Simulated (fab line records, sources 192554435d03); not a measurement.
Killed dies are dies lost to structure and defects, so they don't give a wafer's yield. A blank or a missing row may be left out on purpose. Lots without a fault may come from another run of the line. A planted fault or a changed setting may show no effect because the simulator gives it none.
Chamber matching | flow n5_finfet | N5_BEOL_M6_ETCH_61 on rie_diel-01: 4 sister chambers
The step etches SiARC in CF4, target depth 45.5 nm, time 75.8 s. 18 wafers are shown with their chamber, then 9 later ones without.

WAFERS WITH THEIR CHAMBER
wafer  | chamber | showerhead_plenum_p_Torr (Torr) | throttle_valve_pct (%) | oes_product_au (a.u.)
L074.1 | 1       | 2.18                            | 15.50                  | 0.78
L074.3 | 2       | 2.16                            | 15.70                  | 0.69
L074.5 | 2       | 2.16                            | 15.71                  | 0.69
L082.1 | 3       | 2.12                            | 15.88                  | 0.61
L082.4 | 0       | 2.15                            | 15.65                  | 0.69
L082.5 | 1       | 2.18                            | 15.56                  | 0.74
L081.1 | 0       | 2.15                            | 15.64                  | 0.68
L081.2 | 1       | 2.18                            | 15.57                  | 0.74
L081.6 | 1       | 2.18                            | 15.56                  | 0.73
L084.2 | 0       | 2.15                            | 15.67                  | 0.68
L084.5 | 0       | 2.15                            | 15.68                  | 0.67
L084.6 | 3       | 2.12                            | 15.92                  | 0.62
L087.2 | 0       | 2.15                            | 15.67                  | 0.67
L087.3 | 3       | 2.12                            | 15.92                  | 0.62
L087.6 | 0       | 2.15                            | 15.67                  | 0.67
L089.1 | 2       | 2.15                            | 15.77                  | 0.65
L089.4 | 1       | 2.17                            | 15.57                  | 0.74
L089.6 | 3       | 2.12                            | 15.92                  | 0.63

SIGNATURES (means of the wafers above)
reading                  | chamber 0 | chamber 1 | chamber 2 | chamber 3 | scatter within a chamber
showerhead_plenum_p_Torr | 2.1500    | 2.1780    | 2.1567    | 2.1200    | 0.00324
throttle_valve_pct       | 15.6633   | 15.5520   | 15.7267   | 15.9100   | 0.0249
oes_product_au           | 0.6767    | 0.7460    | 0.6767    | 0.6200    | 0.0149
Rule: a wafer's distance from a chamber is the root of the sum, over the readings, of the square of ((its reading less the chamber's mean) divided by the reading's scatter). The wafer belongs to the nearest chamber; if the next one is less than 2 further off, it can't be placed. The scatter: the root of (the sum of the squares of (reading less its chamber's mean) over the shown wafers, divided by (wafers less chambers)).

WAFERS WITHOUT THEIR CHAMBER
wafer  | showerhead_plenum_p_Torr (Torr) | throttle_valve_pct (%) | oes_product_au (a.u.)
L090.3 | 2.11                            | 15.91                  | 0.62
L090.4 | 2.15                            | 15.68                  | 0.67
L090.6 | 2.17                            | 15.59                  | 0.73
L092.3 | 2.17                            | 15.57                  | 0.71
L092.5 | 2.14                            | 15.79                  | 0.64
L092.6 | 2.11                            | 15.92                  | 0.61
L097.3 | 2.14                            | 15.83                  | 0.64
L097.4 | 2.16                            | 15.65                  | 0.70
L097.5 | 2.14                            | 15.74                  | 0.64

WHICH CHAMBER EACH WENT THROUGH
wafer  | from the rows above          | in truth
L090.3 | 3                            | 3
L090.4 | 0                            | 0
L090.6 | 1                            | 1
L092.3 | 1                            | 1
L092.5 | can't be placed: 2 or 0 or 3 | 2
L092.6 | 3                            | 3
L097.3 | can't be placed: 2 or 3 or 0 | 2
L097.4 | can't be placed: 0 or 2      | 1
L097.5 | can't be placed: 0 or 2      | 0
Placed correctly: 5 of 9. Can't be placed from these rows: 4 (the true chamber is among the candidates in 3). Placed wrongly: 0.
